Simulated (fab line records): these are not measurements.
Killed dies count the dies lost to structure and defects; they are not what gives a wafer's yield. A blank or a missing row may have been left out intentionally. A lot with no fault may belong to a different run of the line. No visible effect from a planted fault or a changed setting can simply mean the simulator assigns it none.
Which of the tools did it? / flow nandHarc / 6 lots (18 wafers sampled), 1 step of a 1302-step route

== WHAT THE GAUGES SHOWED, per wafer ==
NHARC_P_START_INSPECT_01.
lot=L855; measured=day 2 06:02; on=defectInspect-02; rawDefectCount=3 2 3
lot=L862; measured=day 5 04:02; on=defectInspect-01; rawDefectCount=3 7 4
lot=L866; measured=day 6 20:03; on=defectInspect-01; rawDefectCount=7 1 5
lot=L870; measured=day 8 12:02; on=defectInspect-02; rawDefectCount=4 4 3
lot=L872; measured=day 9 08:02; on=defectInspect-02; rawDefectCount=1 3 4
lot=L877; measured=day 11 10:02; on=defectInspect-02; rawDefectCount=3 4 3

== TOOL THAT RAN EACH LOT (tool first, then ch and the chambers of the sampled wafers, then the start) ==
Record: no process step prior to these readings.

== THE ANSWER, worked out from the rows above alone ==
Rule: the usual values come from the lots themselves. The widest of any qualifying gaps counts: lots, ordered by their means at a reading, are off when they make up no more than a third of the lots, leave a main group of 4 or more, and stand apart from it by 3 or more times the standard deviation of that group's means. Not used: any main group whose means are identical at the precision the tables above print for the reading. Also off: a lot with no number at a reading for which 4 or more lots have one. Any other lot the step has rows for is counted as sound.
No lot is off at any reading shown: from this, nothing can be told.

== WHAT WAS PUT IN BY THE SIMULATOR ==
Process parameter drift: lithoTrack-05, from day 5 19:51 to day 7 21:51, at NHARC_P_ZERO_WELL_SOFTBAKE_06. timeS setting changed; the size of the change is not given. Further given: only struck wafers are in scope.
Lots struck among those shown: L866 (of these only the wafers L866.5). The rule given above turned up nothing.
